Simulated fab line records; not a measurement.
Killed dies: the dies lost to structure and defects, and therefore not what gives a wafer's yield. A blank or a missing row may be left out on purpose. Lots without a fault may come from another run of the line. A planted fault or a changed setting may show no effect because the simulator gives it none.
8D (eight disciplines) problem report, filled in by code | flow nandHarc | the parts of the form that need people (team, actions taken, sign-off) are left out

1. THE PROBLEM
At NHARC_A_M1_CD_MEAS_09, cdNm averages 130.2 nm over 6 wafers from 2 lots, while fault-free wafers read 119.6 nm, standard deviation 0.69. Relative to the usual mean, that is a shift of +15 standard deviations.
The step: target cd 120 nm.
Earliest sighting: wafer L743.1 on cdSem-01 at day 20 04:58. Wafers with a number at this step in the record: 36, from 12 lots. The rule behind "out" and "out of limits": a value lying over 4 standard deviations away from the usual mean. The rest of the wafers with a number are treated as sound.

2. WHAT IT IS, AND WHAT IT ISN'T
question                    | is                     | is not
which readings at this step | cdNm                   | -
which lots                  | L742, L743             | L732, L734, L735, L736, L747, L749, L751, L752, L754, L755
which wafers of those lots  | all that have a number | -
read on which gauges        | cdSem-01, cdSem-02     | cdSem-03
when                        | from day 20 04:58      | up to then (12 sound wafers); but 18 sound wafers of L747, L749, L751, L752, L754, L755 came after

3. THE SUSPECTS, EACH WITH WHAT RULES IT OUT
Counting: any tool at a process step up to the reading is kept as a suspect provided that every lot that is out went through it and no sound lot did after the first of them.
- the gauge at NHARC_A_M1_CD_MEAS_09: ruled out. 2 gauges (cdSem-01, cdSem-02) read the wafers that are out.
- lithoTrack-01 at NHARC_A_M1_PEB_07 (peb time 65 s): kept. It ran every lot that is out, first L743 (day 20 04:53), and no sound lot after that; its last sound lot up to then is L734 (day 18 09:10). Out on those wafers are its own readings of heaterPowerTotalW, plateTempC.
Remaining after the count: lithoTrack-01 at NHARC_A_M1_PEB_07.

4. THE CAUSE (what the simulator had put in)
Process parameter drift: lithoTrack-01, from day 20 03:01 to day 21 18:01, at NHARC_A_M1_PEB_07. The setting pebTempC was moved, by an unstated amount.
This tool alone remained once counting was done.

5. THE EFFECT CHAIN, in route order
One row per reading whose mean, taken over the struck wafers that have a number, lies over 3 standard deviations from the usual. Only readings for which the record gives a usual standard deviation are gone through. hours: the time from each lot's start at the first step in this table that gives one to its start at this step, as a median over the lots. sigmas: the change in usual standard deviations.
hours | step                  | reading           | usual    | on struck wafers | change | sigmas
0     | NHARC_A_M1_PEB_07     | heaterPowerTotalW | 156.5 W  | 164.0            | +7.5   | +18
0     | NHARC_A_M1_PEB_07     | plateTempC        | 100.03 C | 103.54           | +3.51  | +29
0     | NHARC_A_M1_CD_MEAS_09 | cdNm              | 119.6 nm | 130.2            | +10.6  | +15
Here are the process steps it includes:
- NHARC_A_M1_PEB_07: peb time 65 s.
Later steps that measure or inspect, where all struck wafers having a row at the step show a number for every such reading and not one has moved that far: NHARC_END_SORT_01.

6. HOW IT WOULD HAVE BEEN CAUGHT EARLIER
Counted from the fault's start at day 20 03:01, it took 2 hours until the first out-of-limits reading at a measuring or inspecting step in this record, taken at day 20 04:58.
At NHARC_A_M1_PEB_07, the tool's own readings (heaterPowerTotalW, plateTempC) were out on each struck wafer the step has a row for, so an alarm limit on them would have fired on the first such wafer.
Of the lots that are out (2), L742 began NHARC_A_M1_PEB_07 on lithoTrack-01 after day 20 04:58. Putting the tool on hold at that point would have spared it.
